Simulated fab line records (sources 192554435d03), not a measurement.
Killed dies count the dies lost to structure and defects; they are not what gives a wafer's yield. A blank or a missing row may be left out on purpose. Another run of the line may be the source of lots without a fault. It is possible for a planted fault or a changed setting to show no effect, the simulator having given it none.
fab line records	flow n5Finfet	part 2 of 2: steps 5 to 6 of 6
[record] lots = 19	wafers = 57	lastDay = 19
route steps=1938 shown MOL_CONTACT_COAG@607 BEOL_M0_SAQP@649
lots that met no fault: from a run of the same line without faults
startH: the number of hours between the record's first day and the start of the first shown wafer of the lot	waitH: time in hours since the lot's previous step	" repeats the value in the row above	L1.1+2: one row covering several wafers at once	- no value, or no start given	* or withheld: withheld	< > ~ a bound
route shown NAME@n: names a module that has steps shown in the file, with the first one's number in the route	usual: mean and standard deviation over wafers with no fault	same: alike in all rows	chamber/n: place in a boat	sites: the reading at each site	_std_site: the values' standard deviation	_edge_site: outer sites' mean less inner sites'	radiusMm: how far each site lies from the wafer's centre	mask NAME#n: copy n	behind: the most recent tool/chamber to have shaped the wafer	hold: why the lot went on hold/how many hours it stayed there/how the hold came to an end	device: the transistor (n, p or np) that didn't switch	end of line: the route-end tests of the same wafers	step lacking rows: just its recipe	killed: at the first sort, the dies lost to defects and structure; wafer yield is something else	map: a wafer's dies, marking killed ones x, the rest . and places with no die _
set.NAME: the setting that was run; set.NAME@STEP: the one run at that earlier step	model.NAME: the simulator's own value behind a step, which no gauge read
one table for each step of the route and one row for each wafer, over a sample of lots
services: the hour from which a tool's chamber was out of use, counted from the record's first day as startH (under 0 if before that day), plus the number of hours and why
[[steps]]
[step N5_BEOL_M0_SAQP_ETCH_88]
[recipe] chemistry = N2/H2	target = underlayer	targetDepthA = 65	timeS = 5.2	ionEnergyEv = 200	maskMaterial = CAR-EUV	pressureMtorr = 30	sourceW = 840	biasW = 150	n2FlowSccm = 200	h2FlowSccm = 200	ends = cleared
[usual] chamberPressureMTorr = 30.01/0.041	drypumpMotorCurrentA = 5.5/0.5	etchRfOnTimeS = 5.20/0.13	oesProductAu = 0.70/0.077	rfVppV = 524.0/2.8	showerheadPlenumPTorr = 2.54/0.081	throttleValvePct = 17.82/0.29
lot.wafer	tool	chamber	startH	waitH	chamberPressureMTorr	drypumpMotorCurrentA	etchRfOnTimeS	oesProductAu	rfHoursCounterH	rfVppV	showerheadPlenumPTorr	throttleValvePct
L075.2	rieDiel-01	3	123.88	0.0	30.05	5.6	5.11	0.58	248	528.0	2.58	17.68
L075.5	"	0	"	"	30.08	5.3	5.26	0.57	-	517.6	2.39	18.18
L075.6	"	3	"	"	29.94	5.6	5.08	0.59	-	526.4	2.58	17.69
L076.4	rieDiel-03	3	135.66	0.0	30.05	6.2	5.21	0.73	36	521.2	2.48	17.82
L076.5	"	0	"	"	30.07	5.0	5.24	0.82	-	527.2	2.68	17.32
L076.6	"	1	"	"	30.00	5.6	5.04	0.64	-	526.3	2.53	18.10
L078.4	rieDiel-03	1	137.68	0.0	30.04	5.6	5.06	0.64	186	524.8	2.53	18.14
L078.5	"	0	"	"	30.00	5.0	5.17	0.83	-	528.8	2.67	17.33
L078.6	"	1	"	"	30.03	5.6	5.02	0.63	-	523.5	2.53	18.11
L080.3	rieDiel-03	2	148.14	0.0	29.93	5.1	5.21	0.70	96	522.4	2.57	17.82
L080.4	"	1	"	"	30.00	5.6	5.07	0.62	189	524.3	2.52	18.11
L080.5	"	3	"	"	29.91	6.2	5.18	0.72	-	523.5	2.48	17.79
L082.2	rieDiel-04	0	161.86	0.0	29.98	5.3	5.06	0.82	10	523.8	2.60	17.88
L082.3	"	1	"	"	30.00	5.7	5.12	0.68	132	523.1	2.53	17.76
L082.6	"	0	"	"	29.98	5.3	5.11	0.81	-	525.5	2.60	17.84
L083.3	rieDiel-01	1	166.18	0.0	29.94	5.1	5.46	0.62	154	520.6	2.42	18.13
L083.4	"	2	"	"	30.00	5.5	5.35	0.79	-	522.8	2.47	17.56
L083.5	"	1	"	"	30.00	5.1	5.44	0.62	-	520.5	2.42	18.14
L084.1	rieDiel-03	1	177.81	0.0	30.02	5.6	4.98	0.63	197	523.6	2.52	18.12
L084.4	"	2	"	"	29.99	5.1	5.21	0.70	104	525.5	2.57	17.85
L084.6	"	2	"	"	30.05	5.1	5.29	0.70	-	520.9	2.57	17.85
L085.1	rieDiel-04	2	186.83	0.0	29.99	4.8	5.52	0.60	210	520.4	2.43	18.03
L085.4	"	1	"	"	30.01	5.7	5.17	0.67	139	524.5	2.53	17.80
L085.6	"	2	"	"	30.00	4.8	5.47	0.58	-	519.4	2.43	18.03
L087.1	rieDiel-03	0	195.86	0.0	29.95	4.9	5.16	0.78	29	529.7	2.67	17.35
L087.2	"	1	"	"	29.99	5.6	5.03	0.62	203	523.0	2.52	18.13
L087.4	"	2	"	"	29.98	5.1	5.20	0.69	109	523.5	2.57	17.88
L088.1	rieDiel-04	2	199.26	0.0	29.97	4.7	5.45	0.59	214	521.1	2.43	18.02
L088.3	"	0	"	"	30.08	5.3	5.14	0.77	21	524.6	2.59	17.91
L088.5	"	1	"	"	29.95	5.6	5.13	0.67	-	522.9	2.53	17.75
L089.2	rieDiel-01	3	205.26	0.0	30.00	5.6	4.99	0.80	17	523.6	2.57	17.28
L089.3	"	0	"	"	30.04	5.3	5.24	0.79	6	528.3	2.70	17.70
L089.6	"	0	"	"	30.05	5.4	5.19	0.81	-	529.1	2.70	17.72
L090.1	rieDiel-01	2	207.78	0.0	30.00	5.5	5.32	0.77	31	521.4	2.47	17.55
L090.2	"	0	"	"	29.99	5.3	5.27	0.80	7	527.0	2.70	17.71
L090.6	"	2	"	"	30.01	5.5	5.42	0.77	-	523.8	2.47	17.56
L091.2	rieDiel-03	0	213.37	0.0	30.03	5.0	5.12	0.78	33	529.3	2.67	17.36
L091.3	"	3	"	"	29.94	6.2	5.11	0.70	58	522.0	2.48	17.82
L091.4	"	1	"	"	30.01	5.6	5.05	0.62	208	525.7	2.52	18.16
L092.2	rieDiel-04	1	223.28	0.0	29.92	5.7	5.16	0.66	148	524.0	2.53	17.79
L092.4	"	3	"	"	30.08	6.4	5.17	0.64	156	524.1	2.56	18.25
L092.6	"	1	"	"	30.01	5.7	5.12	0.67	-	524.4	2.53	17.78
L093.1	rieDiel-03	0	228.61	0.0	30.03	5.0	5.17	0.79	36	527.3	2.66	17.37
L093.5	"	3	"	"	30.00	6.2	5.22	0.71	-	521.3	2.47	17.85
L093.6	"	2	"	"	30.07	5.1	5.17	0.69	-	523.5	2.57	17.88
L094.2	rieDiel-03	1	236.61	0.0	29.98	5.6	5.06	0.61	213	520.6	2.51	18.16
L094.3	"	2	"	"	30.01	5.1	5.16	0.68	119	524.1	2.56	17.87
L094.5	"	3	"	"	30.00	6.2	5.26	0.70	-	522.8	2.47	17.87
L095.1	rieDiel-04	2	241.18	0.0	30.00	4.8	5.47	0.58	227	520.4	2.43	18.06
L095.2	"	1	"	"	30.02	5.6	5.11	0.67	155	521.5	2.52	17.79
L095.4	"	0	"	"	30.01	5.3	5.12	0.78	33	523.9	2.59	17.90
L096.1	rieDiel-03	3	243.59	0.0	30.02	6.2	5.17	0.70	66	522.5	2.47	17.87
L096.3	"	1	"	"	29.96	5.6	5.02	0.61	215	520.5	2.51	18.17
L096.5	"	3	"	"	30.04	6.2	5.18	0.68	-	523.3	2.47	17.87
L097.1	rieDiel-01	1	252.55	0.0	30.02	5.1	5.46	0.61	186	519.7	2.41	18.19
L097.4	"	2	"	"	30.00	5.4	5.37	0.73	-	522.0	2.46	17.60
L097.5	"	0	"	"	30.05	5.4	5.23	0.76	-	528.7	2.70	17.72
[step N5_BEOL_M0_SAQP_ETCH_73]
[recipe] chemistry = CF4	target = SiARC	targetDepthA = 195	maskMaterial = CAR-EUV	timeS = 32.5	ionEnergyEv = 80	pressureMtorr = 40	sourceW = 545	biasW = 36	Ar_flow_sccm = 100	cf4FlowSccm = 100	ends = cleared
[usual] chamberPressureMTorr = 39.99/0.036	drypumpMotorCurrentA = 5.5/0.5	etchRfOnTimeS = 32.4/0.83	oesProductAu = 0.70/0.077	rfVppV = 184.2/1.2	showerheadPlenumPTorr = 2.14/0.076	throttleValvePct = 15.61/0.2
lot.wafer	tool	chamber	startH	waitH	chamberPressureMTorr	drypumpMotorCurrentA	etchRfOnTimeS	oesProductAu	rfHoursCounterH	rfVppV	showerheadPlenumPTorr	throttleValvePct
L075.2	rieDiel-01	3	123.89	0.0	39.99	5.6	31.7	0.60	248	185.3	2.21	15.74
L075.5	"	0	"	"	40.02	5.3	33.0	0.58	-	181.9	2.01	15.93
L075.6	"	3	"	"	40.02	5.6	31.5	0.60	-	185.9	2.21	15.73
L076.4	rieDiel-03	3	135.68	0.0	40.00	6.2	32.4	0.73	36	183.2	2.11	15.62
L076.5	"	0	"	"	39.99	4.9	32.1	0.82	-	186.2	2.28	15.31
L076.6	"	1	"	"	40.06	5.6	31.7	0.63	-	184.2	2.13	15.86
L078.4	rieDiel-03	1	137.70	0.0	39.97	5.6	31.7	0.63	186	183.4	2.13	15.85
L078.5	"	0	"	"	40.07	5.0	32.3	0.82	-	185.2	2.28	15.32
L078.6	"	1	"	"	39.97	5.6	31.6	0.63	-	184.8	2.13	15.85
L080.3	rieDiel-03	2	148.16	0.0	40.02	5.1	32.3	0.71	96	182.4	2.17	15.69
L080.4	"	1	"	"	39.94	5.6	31.6	0.63	189	183.7	2.13	15.87
L080.5	"	3	"	"	40.01	6.2	32.4	0.73	-	184.6	2.11	15.63
L082.2	rieDiel-04	0	161.87	0.0	39.98	5.3	32.1	0.82	10	185.8	2.18	15.54
L082.3	"	1	"	"	39.92	5.6	32.6	0.68	132	183.4	2.15	15.64
L082.6	"	0	"	"	40.05	5.3	31.9	0.81	-	185.3	2.18	15.52
L083.3	rieDiel-01	1	166.19	0.0	39.99	5.1	34.5	0.62	154	185.1	2.06	15.92
L083.4	"	2	"	"	40.01	5.5	33.6	0.78	-	183.8	2.09	15.25
L083.5	"	1	"	"	39.96	5.1	34.2	0.62	-	182.9	2.06	15.92
L084.1	rieDiel-03	1	177.83	0.0	39.98	5.6	31.4	0.63	197	183.6	2.13	15.87
L084.4	"	2	"	"	40.01	5.1	32.1	0.70	104	186.4	2.17	15.71
L084.6	"	2	"	"	39.93	5.1	32.0	0.71	-	183.6	2.17	15.70
L085.1	rieDiel-04	2	186.85	0.0	39.97	4.8	33.7	0.60	210	183.8	2.01	15.48
L085.4	"	1	"	"	40.01	5.6	32.9	0.67	139	184.1	2.14	15.67
L085.6	"	2	"	"	39.96	4.7	34.0	0.59	-	182.6	2.01	15.46
L087.1	rieDiel-03	0	195.88	0.0	40.00	5.0	31.9	0.79	29	185.3	2.27	15.36
L087.2	"	1	"	"	40.00	5.6	31.8	0.62	203	184.4	2.12	15.89
L087.4	"	2	"	"	40.02	5.1	32.1	0.70	109	185.4	2.17	15.71
L088.1	rieDiel-04	2	199.28	0.0	40.01	4.7	33.6	0.59	214	185.4	2.00	15.46
L088.3	"	0	"	"	40.01	5.3	32.4	0.79	21	183.4	2.18	15.57
L088.5	"	1	"	"	40.02	5.6	32.7	0.67	-	183.3	2.14	15.68
L089.2	rieDiel-01	3	205.27	0.0	39.97	5.6	30.8	0.80	17	186.8	2.21	15.28
L089.3	"	0	"	"	39.96	5.4	32.4	0.80	6	184.4	2.26	15.44
L089.6	"	0	"	"	40.05	5.3	32.4	0.80	-	184.7	2.26	15.44
L090.1	rieDiel-01	2	207.79	0.0	39.95	5.5	33.7	0.77	31	184.0	2.08	15.30
L090.2	"	0	"	"	39.98	5.3	32.3	0.81	7	186.0	2.26	15.44
L090.6	"	2	"	"	40.01	5.5	33.7	0.76	-	182.7	2.08	15.31
L091.2	rieDiel-03	0	213.38	0.0	39.97	5.0	32.0	0.79	33	184.3	2.27	15.38
L091.3	"	3	"	"	40.02	6.2	32.8	0.70	58	184.5	2.10	15.66
L091.4	"	1	"	"	40.01	5.6	31.9	0.62	208	185.8	2.12	15.90
L092.2	rieDiel-04	1	223.30	0.0	40.01	5.7	32.2	0.67	148	184.3	2.14	15.69
L092.4	"	3	"	"	39.99	6.4	31.8	0.64	156	183.5	2.13	15.76
L092.6	"	1	"	"	39.99	5.7	32.1	0.67	-	184.9	2.14	15.68
L093.1	rieDiel-03	0	228.63	0.0	39.95	5.0	31.6	0.79	36	185.8	2.27	15.38
L093.5	"	3	"	"	40.00	6.2	32.6	0.70	-	183.7	2.10	15.67
L093.6	"	2	"	"	39.96	5.0	31.6	0.69	-	183.7	2.17	15.71
L094.2	rieDiel-03	1	236.63	0.0	39.99	5.6	31.8	0.62	213	182.4	2.12	15.92
L094.3	"	2	"	"	39.94	5.1	31.9	0.69	119	185.0	2.17	15.73
L094.5	"	3	"	"	39.95	6.2	32.6	0.69	-	183.1	2.10	15.69
L095.1	rieDiel-04	2	241.20	0.0	39.97	4.8	34.0	0.59	227	182.6	2.00	15.50
L095.2	"	1	"	"	39.96	5.6	32.6	0.66	155	183.9	2.14	15.71
L095.4	"	0	"	"	40.05	5.3	32.4	0.76	33	184.3	2.17	15.59
L096.1	rieDiel-03	3	243.61	0.0	40.00	6.2	32.6	0.70	66	182.6	2.10	15.69
L096.3	"	1	"	"	39.96	5.6	31.9	0.61	215	183.1	2.12	15.90
L096.5	"	3	"	"	39.95	6.2	32.5	0.70	-	182.8	2.10	15.69
L097.1	rieDiel-01	1	252.56	0.0	40.01	5.1	34.6	0.60	186	183.4	2.05	15.97
L097.4	"	2	"	"	39.93	5.4	33.5	0.74	-	184.6	2.08	15.35
L097.5	"	0	"	"	39.97	5.4	31.5	0.79	-	183.7	2.25	15.46
[[services]]
tool	chamber	startH	hours	kind
rieDiel-06	3	89.22	5.0	repair
rieSi-06	2	90.65	7.5	repair
rieSi-04	-	91.00	14.6	pm
rieDiel-03	0	92.95	-	clean
rieDiel-03	0	92.95	-	consumableReplace:focusRing
rieDiel-04	2	96.27	15.7	repair
rieSi-05	2	98.46	6.1	repair
rieDiel-05	1	121.32	1.8	repair
rieSi-05	-	133.79	0.1	repair
rieDiel-04	-	136.35	1.1	repair
rieSi-06	2	139.66	1.6	repair
rieDiel-04	0	152.81	8.1	repair
rieDiel-04	-	167.56	0.5	repair
rieDiel-06	1	173.12	2.4	repair
rieDiel-06	0	174.16	8.3	repair
rieSi-04	2	177.00	1.5	repair
rieSi-04	3	202.34	7.4	repair
rieDiel-05	3	211.18	8.2	repair
rieSi-06	1	214.65	134.4	repair
rieDiel-01	0	223.37	15.1	repair
rieDiel-05	1	231.51	7.3	repair
rieDiel-01	3	232.64	22.4	repair
rieSi-06	-	233.98	0.5	repair
rieDiel-03	-	244.35	28.1	pm
